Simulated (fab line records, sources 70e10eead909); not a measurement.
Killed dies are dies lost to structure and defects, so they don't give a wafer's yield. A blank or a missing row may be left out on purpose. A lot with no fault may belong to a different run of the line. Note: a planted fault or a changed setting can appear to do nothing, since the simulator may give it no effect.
fab line records -- flow nand-harc
record: lots: 6, wafers: 18, last-day: 24
route steps=1159 shown A_ZERO_WELL@396 END@1159
lots untouched by any fault: they come from a run of this same line in which no faults occurred
start-h: start of the lot's first displayed wafer, in hours after the record's first day -- wait-h: hours since the lot's step before -- " identical to the entry in the row above -- L1.1+2: one row covering several wafers at once -- - no value present, or no start provided -- * or withheld: withheld -- < > ~ a bound
route shown NAME@n: names a module that has steps shown in the file, with the first one's number in the route -- usual: mean/standard deviation of fault-free wafers -- same: alike in all rows -- chamber/n: place in a boat -- sites: readings site by site -- _std_site: the standard deviation of these -- _edge_site: the outer-site mean with the inner-site mean subtracted -- radius-mm: for every site, how far away it sits from the centre of the wafer -- mask NAME#n: copy n -- behind: tool/chamber where the wafer was last shaped -- hold: cause of the lot's hold/its duration in hours/its outcome -- device: the n, p or np transistor that did not switch -- end of line: the same wafers' tests at the end of the route -- a step with no rows: only its recipe -- killed: count of dies lost to structure and defects at first sort (not the wafer's yield) -- map: a wafer's dies, x killed, . not, _ none there
set.NAME: the run value of the setting; set.NAME@STEP: its run value at that earlier step -- model.NAME: the simulator's own value behind a step, which no gauge read
lots at selected steps of the route; one table per step, one row per wafer
services: from which hour (start-h, from the record's first day; less than 0 if before it) a tool's chamber was out of use, for how many hours, and why
== steps ==
step: NHARC_A_ZERO_WELL_SOFTBAKE_05
recipe: temp-c: 125, time-s: 70
step: NHARC_A_ZERO_WELL_EBR_06
step: NHARC_A_ZERO_WELL_EXPOSE_07
recipe: na: 0.55, dose-mj: 33.85, mask-id: A_ZERO
step: NHARC_A_ZERO_WELL_PEB_08
recipe: peb-temp-c: 128, peb-time-s: 80
step: NHARC_A_ZERO_WELL_DEVELOP_09
recipe: time-s: 50, dev-temp-c: 22
step: NHARC_A_ZERO_WELL_CD_MEAS_10
recipe: target-cd-nm: 2000, landing-energy-ev: 500
usual: cd-nm: 2000.7/1.5
lot.wafer,tool,chamber,start-h,wait-h,cd-nm
L309.1,cd-sem-01,0,139.80,-,2000.0
L309.3,cd-sem-01,0,139.80,-,1999.2
L309.5,cd-sem-01,0,139.80,-,1997.8
L313.1,cd-sem-01,0,159.40,-,2000.3
L313.4,cd-sem-01,0,159.40,-,2000.9
L313.6,cd-sem-01,0,159.40,-,2001.2
L318.4,cd-sem-02,0,191.30,-,2001.1
L318.5,cd-sem-02,0,191.30,-,2001.3
L318.6,cd-sem-02,0,191.30,-,1999.4
L324.3,cd-sem-02,0,231.72,-,2000.0
L324.4,cd-sem-02,0,231.72,-,2000.2
L324.5,cd-sem-02,0,231.72,-,1998.6
L326.1,cd-sem-03,0,238.84,-,2005.4
L326.4,cd-sem-03,0,238.84,-,2002.4
L326.5,cd-sem-03,0,238.84,-,2002.3
L332.1,cd-sem-03,0,282.06,-,1999.4
L332.3,cd-sem-03,0,282.06,-,2000.4
L332.4,cd-sem-03,0,282.06,-,2000.8
step: NHARC_A_ZERO_WELL_HARDBAKE_11
recipe: temp-c: 118, time-s: 65
step: NHARC_A_ZERO_WELL_DESCUM_12
recipe: time-s: 3, o2-flow-sccm: 200, ar-flow-sccm: 0, bias-power-w: 0, chemistry: O2
usual: drypump-motor-current-A: 5.6/0.48, oes-product-au: 0.995/0.0081, rf-vpp-V: 57.6/0.94, showerhead-plenum-p-Torr: 1.86/0.071, throttle-valve-pct: 11.312/0.0098
lot.wafer,tool,chamber,start-h,wait-h,drypump-motor-current-A,oes-product-au,rf-hours-counter-h,rf-vpp-V,showerhead-plenum-p-Torr,throttle-valve-pct
L309.3,rie-diel-09,3,139.96,-,6.2,1.003,3,55.4,1.86,11.318
L309.1,rie-diel-09,1,139.96,-,5.1,0.995,2,58.0,1.98,11.308
L309.5,rie-diel-09,2,139.96,-,6.4,1.013,-,57.9,1.81,11.301
L313.4,rie-diel-12,3,159.56,-,5.0,0.997,8,57.3,1.89,11.307
L313.1,rie-diel-12,2,159.56,-,5.3,0.996,8,56.7,1.80,11.311
L313.6,rie-diel-12,0,159.56,-,5.5,0.998,-,57.4,1.83,11.309
L318.4,rie-diel-12,3,191.47,-,5.0,0.997,10,57.6,1.89,11.311
L318.6,rie-diel-12,0,191.47,-,5.5,0.991,-,57.5,1.83,11.319
L318.5,rie-diel-12,1,191.47,-,5.8,1.005,-,59.7,1.89,11.322
L324.4,rie-diel-04,2,231.87,-,5.7,0.990,13,58.6,1.79,11.319
L324.3,rie-diel-04,0,231.87,-,5.9,0.992,13,58.3,2.03,11.324
L324.5,rie-diel-04,2,231.87,-,5.7,0.996,-,57.4,1.79,11.322
L326.1,rie-diel-04,2,239.01,-,5.7,1.013,13,58.6,1.79,11.303
L326.4,rie-diel-04,3,239.01,-,6.4,0.991,13,57.8,1.79,11.314
L326.5,rie-diel-04,1,239.01,-,5.1,0.996,-,57.3,1.87,11.321
L332.3,rie-diel-12,3,282.22,-,5.0,0.992,6,58.0,1.89,11.324
L332.4,rie-diel-12,0,282.22,-,5.5,1.001,6,59.3,1.83,11.309
L332.1,rie-diel-12,2,282.22,-,5.3,0.990,5,57.3,1.80,11.321
step: NHARC_A_ZERO_WELL_ETCH_19
recipe: target-depth-a: 800, overetch-a: 240, time-s: 87.88, ion-energy-ev: 200, n2-flow-sccm: 150, h2-flow-sccm: 150, ar-flow-sccm: 0, rf-w: 400, bias-w: 150, chemistry: N2/H2
usual: drypump-motor-current-A: 5.6/0.48, oes-product-au: 0.996/0.008, rf-vpp-V: 429.0/2.5, showerhead-plenum-p-Torr: 1.99/0.082, throttle-valve-pct: 14.172/0.0094
lot.wafer,tool,chamber,start-h,wait-h,drypump-motor-current-A,oes-product-au,rf-hours-counter-h,rf-vpp-V,showerhead-plenum-p-Torr,throttle-valve-pct
L309.1,rie-diel-09,3,140.05,0.1,6.2,0.995,3,428.5,1.98,14.166
L309.3,rie-diel-09,0,140.05,0.1,5.2,0.972,2,428.5,1.96,14.192
L309.5,rie-diel-09,2,140.05,0.1,6.4,1.002,-,427.4,1.93,14.166
L313.1,rie-diel-12,3,159.65,0.1,5.0,0.994,8,430.7,2.02,14.183
L313.4,rie-diel-12,0,159.65,0.1,5.5,0.996,8,429.6,1.95,14.169
L313.6,rie-diel-12,3,159.65,0.1,5.0,1.002,-,429.0,2.02,14.191
L318.4,rie-diel-12,3,191.54,0.1,5.0,1.002,10,428.8,2.02,14.180
L318.5,rie-diel-12,1,191.54,0.1,5.8,0.996,-,429.0,2.01,14.187
L318.6,rie-diel-12,2,191.54,0.1,5.3,0.992,-,427.1,1.91,14.170
L324.3,rie-diel-04,2,231.95,0.1,5.7,0.989,13,427.8,1.90,14.182
L324.4,rie-diel-04,1,231.95,0.1,5.1,0.992,14,429.2,1.99,14.174
L324.5,rie-diel-04,3,231.95,0.1,6.4,0.996,-,427.1,1.90,14.173
L326.4,rie-diel-04,0,239.10,0.1,5.9,0.997,14,432.9,2.16,14.172
L326.1,rie-diel-04,1,239.10,0.1,5.1,0.994,14,427.9,1.99,14.140
L326.5,rie-diel-04,2,239.10,0.1,5.7,0.999,-,426.3,1.90,14.155
L332.1,rie-diel-12,1,282.30,0.1,5.8,0.996,5,430.2,2.01,14.159
L332.3,rie-diel-12,2,282.30,0.1,5.3,0.986,5,428.3,1.91,14.171
L332.4,rie-diel-12,0,282.30,0.1,5.5,1.006,6,428.8,1.95,14.174
step: NHARC_A_ZERO_WELL_ETCH_13
recipe: target-depth-a: 1200, time-s: 40.1, hbr-flow-sccm: 150, cl2-flow-sccm: 50, rf-w: 400, icp-w: 400, bias-w: 100, chemistry: HBr/Cl2
usual: drypump-motor-current-A: 5.9/0.56, oes-product-au: 0.997/0.0095, throttle-valve-pct: 26.404/0.0095
lot.wafer,tool,chamber,start-h,wait-h,drypump-motor-current-A,oes-product-au,rf-hours-counter-h,throttle-valve-pct
L309.3,rie-si-03,2,140.17,-,6.3,1.009,1.2,26.389
L309.1,rie-si-03,3,140.17,-,6.9,1.003,1.2,26.399
L309.5,rie-si-03,2,140.17,-,6.3,1.010,-,26.409
L313.4,rie-si-04,3,159.79,-,5.5,0.977,0.4,26.409
L313.1,rie-si-04,0,159.79,-,4.9,1.014,0.3,26.411
L313.6,rie-si-04,1,159.79,-,5.9,1.002,-,26.410
L318.5,rie-si-04,2,191.70,-,6.3,0.986,-,26.377
L318.4,rie-si-04,0,191.70,-,4.9,1.012,-,26.406
L318.6,rie-si-04,1,191.70,-,5.9,0.985,-,26.413
L324.3,rie-si-04,2,232.10,-,6.3,0.989,1.2,26.375
L324.4,rie-si-04,3,232.10,-,5.4,0.984,0.7,26.407
L324.5,rie-si-04,1,232.10,-,5.9,0.994,-,26.394
L326.4,rie-si-04,1,239.20,-,5.9,0.984,1.1,26.413
L326.1,rie-si-04,0,239.20,-,5.0,1.002,1.0,26.415
L326.5,rie-si-04,1,239.20,-,5.9,0.996,-,26.397
L332.4,rie-si-02,3,282.43,-,5.9,1.005,0.4,26.418
L332.1,rie-si-02,0,282.43,-,5.3,1.005,0.4,26.391
L332.3,rie-si-02,1,282.43,-,5.1,0.982,0.4,26.402
step: NHARC_A_ZERO_WELL_STRIP_14
recipe: time-s: 900, temp-c: 130, chemistry: SPM
step: NHARC_A_ZERO_WELL_IMPLANT_15
recipe: energy-kev: 150, dose-cm2: 1e+13, tilt-deg: 7
usual: end-station-pressure-torr: 5.1e-06/3e-07
lot.wafer,tool,chamber,start-h,wait-h,end-station-pressure-torr
L309.1,implanter-02,0,140.72,0.1,5.1e-06
L309.3,implanter-02,0,140.72,0.1,5.3e-06
L309.5,implanter-02,0,140.72,0.1,5e-06
L313.1,implanter-01,0,160.32,0.1,5.1e-06
L313.4,implanter-01,0,160.32,0.1,4.8e-06
L313.6,implanter-01,0,160.32,0.1,5.6e-06
L313.1,implanter-01,0,160.72,0.4,5.9e-06
L313.4,implanter-01,0,160.72,0.4,5.1e-06
L313.6,implanter-01,0,160.72,0.4,5.2e-06
L318.4,implanter-02,0,192.32,0.1,5.4e-06
L318.5,implanter-02,0,192.32,0.1,5.5e-06
L318.6,implanter-02,0,192.32,0.1,5e-06
L318.4,implanter-02,0,192.72,0.4,5e-06
L318.5,implanter-02,0,192.72,0.4,5.4e-06
L318.6,implanter-02,0,192.72,0.4,5.3e-06
L324.3,implanter-01,0,232.69,0.1,5e-06
L324.4,implanter-01,0,232.69,0.1,4.6e-06
L324.5,implanter-01,0,232.69,0.1,4.5e-06
L326.1,implanter-01,0,239.76,0.1,4.7e-06
L326.4,implanter-01,0,239.76,0.1,5.3e-06
L326.5,implanter-01,0,239.76,0.1,5e-06
L332.1,implanter-02,0,282.97,0.1,4.7e-06
L332.3,implanter-02,0,282.97,0.1,5.3e-06
L332.4,implanter-02,0,282.97,0.1,5.4e-06
step: NHARC_A_ZERO_WELL_PRECLEAN_22
recipe: time-s: 60, temp-c: 50, bath-age-min: 0, chemistry: SC1
step: NHARC_END_SORT_01
recipe: temp-c: 25
usual: killed-at-array: 21/8.9, killed-at-other: 0.8/1.3, killed-at-periphery: 3.6/2.4, killed-dies: 26/8.9, killed-open: 3.1/1.8, killed-short: 1.9/1.3
same: gross-dies: 677
lot.wafer,tool,chamber,start-h,wait-h,killed-at-array,killed-at-other,killed-at-periphery,killed-dies,killed-open,killed-short
L324.3,prober-01,0,537.10,3.1,26,1,3,30,5,1
L324.4,prober-01,0,537.89,3.4,21,0,6,27,3,3
L324.5,prober-01,0,538.69,3.7,27,0,2,29,1,0
L326.1,prober-02,0,550.93,2.5,16,1,3,20,0,2
L326.4,prober-02,0,553.36,3.4,12,0,2,14,4,0
L326.5,prober-02,0,554.17,3.7,16,0,6,22,2,1
killed by level:class
L324.3 A_CHANNEL_HOLE_D1:chamber-film-flake=16 A_STAIRCASE:chamber-film-flake=4 A_CONTACT:geometric-particle:open=2 P_STI:geometric-particle:open=1 A_CONTACT:geometric-particle:short=1 A_M0:geometric-particle:open=1 A_M1:geometric-particle:open=1 P_ZERO_WELL:chamber-film-flake=1
L324.4 A_CHANNEL_HOLE_D1:chamber-film-flake=15 P_ZERO_WELL:chamber-film-flake=3 P_CONTACT:geometric-particle:open=1 P_M2:geometric-particle:open=1 A_CHANNEL_HOLE_D1:geometric-particle:short=1 A_CHANNEL_FILL_D1:geometric-particle:open=1 A_CHANNEL_FILL_D1:geometric-particle:short=1 A_WL_FILL:geometric-particle:short=1
L324.5 A_CHANNEL_HOLE_D1:chamber-film-flake=19 A_STAIRCASE:chamber-film-flake=4 A_CONTACT:chamber-film-flake=2 A_BLC:geometric-particle:open=1 P_ZERO_WELL:chamber-film-flake=1 P_M0:chamber-film-flake=1 A_BLC:chamber-film-flake=1
L326.1 A_CONTACT:chamber-film-flake=7 A_CHANNEL_HOLE_D1:chamber-film-flake=6 A_WL_FILL:geometric-particle:short=1 A_M0:geometric-particle:short=1 P_STI:chamber-film-flake=1 P_GATE:chamber-film-flake=1 P_M0:chamber-film-flake=1 A_SLIT:chamber-film-flake=1
L326.4 A_CHANNEL_HOLE_D1:chamber-film-flake=5 A_CONTACT:chamber-film-flake=4 P_CONTACT:geometric-particle:open=2 A_CHANNEL_FILL_D1:geometric-particle:open=1 A_M0:geometric-particle:open=1 A_STAIRCASE:chamber-film-flake=1
L326.5 A_CONTACT:chamber-film-flake=7 A_CHANNEL_HOLE_D1:chamber-film-flake=4 P_GATE:chamber-film-flake=3 A_STAIRCASE:chamber-film-flake=3 P_STI:chamber-film-flake=2 P_CONTACT:geometric-particle:open=1 A_CONTACT:geometric-particle:short=1 A_M0:geometric-particle:open=1
== services ==
tool,chamber,start-h,hours,kind
rie-si-02,0,125.94,10.1,repair
rie-diel-12,0,132.43,-,clean
rie-diel-12,1,132.43,-,clean
rie-diel-12,-,151.29,0.3,repair
rie-si-02,1,152.28,53.6,repair
rie-si-03,-,155.00,9.0,pm
implanter-02,-,180.45,2.3,repair
rie-si-03,3,181.26,9.9,repair
rie-diel-04,2,183.10,4.2,repair
rie-si-04,3,185.97,37.8,repair
rie-diel-12,1,186.84,4.1,repair
rie-diel-04,2,195.37,6.4,repair
rie-diel-12,-,202.40,9.0,pm
implanter-01,-,208.58,3.7,repair
rie-diel-04,2,209.85,3.1,repair
rie-si-02,-,211.00,9.0,pm
rie-si-03,3,233.18,12.1,repair
rie-diel-12,3,241.35,4.5,repair
rie-si-04,0,247.21,6.6,repair
rie-diel-09,1,251.15,1.3,repair
rie-diel-09,-,254.10,9.0,pm
rie-si-03,3,270.59,4.7,repair
implanter-01,-,274.96,13.0,pm
rie-si-04,-,276.00,9.0,pm
== key ==
first-sign: step: NHARC_A_ZERO_WELL_IMPLANT_15, reading: visit, direction: added
effect none on later readings
met-at NHARC_A_ZERO_WELL_IMPLANT_15
struck-wafers L313.1,L313.4,L313.6,L318.4,L318.5,L318.6
tester-left-out L313,L318
fault: kind: repeated-step-whole, tool: implanter-01,implanter-02, chamber: -, onset-h: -, steps: NHARC_A_ZERO_WELL_IMPLANT_15, times: 1, scope: struck-lots-only
tester-left-out: of these lots the tester's yield and bins aren't shown, on N5 and GAA mostly nor the transistor test; their killed dies are dies lost to structure and defects alone, not to doping, threshold or leakage, so they don't give the yield
